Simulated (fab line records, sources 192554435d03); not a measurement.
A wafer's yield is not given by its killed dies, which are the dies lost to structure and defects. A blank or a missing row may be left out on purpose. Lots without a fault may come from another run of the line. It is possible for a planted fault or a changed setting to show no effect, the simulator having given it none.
Split-lot experiment | flow n5Finfet | 21 wafers read from 7 lots, route of 1938 steps

## SPLIT DETAILS
At N5_MOL_CONTACT_COAG_COAT_76 (time 60 s, resist thk 10 nm), the setting spinRpm was moved away from the recipe's 1500 rpm on 7 of the 21 wafers read, by -3.9% to +10.1%. For the rest of the wafers, this setting stayed at what the recipe calls for.

Reading taken at the split's own step.

## THE READING
SiARC_of_MOL_CONTACT_COAG_COAT_76.thkNm (the simulator's own value, which no gauge read), in nm, at N5_MOL_CONTACT_COAG_COAT_76 (time 60 s, resist thk 10 nm). The file gives no usual value for it.

wafer  | tool, chamber at the split | spinRpm as run, rpm | against the recipe | SiARC_of_MOL_CONTACT_COAG_COAT_76.thkNm, nm | against lot-mates on the recipe
L075.1 | lithoTrack-02, 0           | 1500                | recipe             | 10                                          | -
L075.6 | lithoTrack-02, 0           | 1500                | recipe             | 10                                          | -
L075.2 | lithoTrack-02, 0           | 1651                | +10.1%             | 9.6                                         | -0.4
L077.2 | lithoTrack-02, 0           | 1500                | recipe             | 10                                          | -
L077.5 | lithoTrack-02, 0           | 1500                | recipe             | 10                                          | -
L077.6 | lithoTrack-02, 0           | 1500                | recipe             | 10                                          | -
L081.1 | lithoTrack-02, 0           | 1550                | +3.3%              | 9.8                                         | -0.2
L081.3 | lithoTrack-02, 0           | 1550                | +3.3%              | 9.8                                         | -0.2
L081.6 | lithoTrack-02, 0           | 1500                | recipe             | 10                                          | -
L083.3 | lithoTrack-01, 0           | 1441                | -3.9%              | 10.2                                        | +0.2
L083.5 | lithoTrack-01, 0           | 1441                | -3.9%              | 10.2                                        | +0.2
L083.4 | lithoTrack-01, 0           | 1500                | recipe             | 10                                          | -
L084.1 | lithoTrack-03, 0           | 1598                | +6.5%              | 9.6                                         | -0.4
L084.6 | lithoTrack-03, 0           | 1598                | +6.5%              | 9.6                                         | -0.4
L084.5 | lithoTrack-03, 0           | 1500                | recipe             | 10                                          | -
L095.1 | lithoTrack-02, 0           | 1500                | recipe             | 10                                          | -
L095.2 | lithoTrack-02, 0           | 1500                | recipe             | 10                                          | -
L095.3 | lithoTrack-02, 0           | 1500                | recipe             | 10                                          | -
L096.1 | lithoTrack-02, 0           | 1500                | recipe             | 10                                          | -
L096.4 | lithoTrack-02, 0           | 1500                | recipe             | 10                                          | -
L096.6 | lithoTrack-02, 0           | 1500                | recipe             | 10                                          | -

THE FIT
A straight line over all 21 wafers: SiARC_of_MOL_CONTACT_COAG_COAT_76.thkNm changes by -0.0503 nm for each +1% of spinRpm; r = -0.98; the points scatter about the line by 0.035 nm.
The same after taking each lot's own level away (the mean of its wafers on the recipe; 21 wafers): -0.0503 nm for each +1%; r = -0.98; scatter 0.035 nm.
The reading moves by 0.51 nm for the largest change in spinRpm, on that fit.
The lots' own levels span 10.00 to 10.00 nm.
So the lot-to-lot level changes the slope little: the two slopes agree.
Check: with one of the wafers moved furthest among these (+10.1%) left out of the fit, the line predicts -0.592 nm for it against its lot-mates. It came out at -0.4 nm against them.

## THESE WAFERS: OTHER SPLITS
Note: prior to the reading, these wafers also went through further splits. Each is held against what the fit with the lots' levels taken away leaves over:
other split on the same wafers | wafers away from the commonest value | r with SiARC_of_MOL_CONTACT_COAG_COAT_76.thkNm (lot level and that fit taken away)
N5_SD_EPI_N_PEB_07 pebTempC    | 5                                    | -0.02
N5_SD_EPI_P_PEB_07 pebTimeS    | 12                                   | +0.43
N5_SD_EPI_P_ETCH_36 biasW      | 5                                    | -0.43
N5_SDB_ETCH_18 sourceW         | 7                                    | +0.09
N5_HKMG_FIN_ETCH_31 biasW      | 5                                    | -0.17
N5_HKMG_FIN_ETCH_35 biasW      | 8                                    | -0.17
N5_GATE_CUT_ETCH_58 biasW      | 3                                    | +0.00
N5_GATE_CUT_COAT_27 spinRpm    | 5                                    | +0.30

## THE FILE'S OWN FIT
SiARC_of_MOL_CONTACT_COAG_COAT_76.thkNm changes by -0.0474 nm for each +1% of spinRpm, r = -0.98.
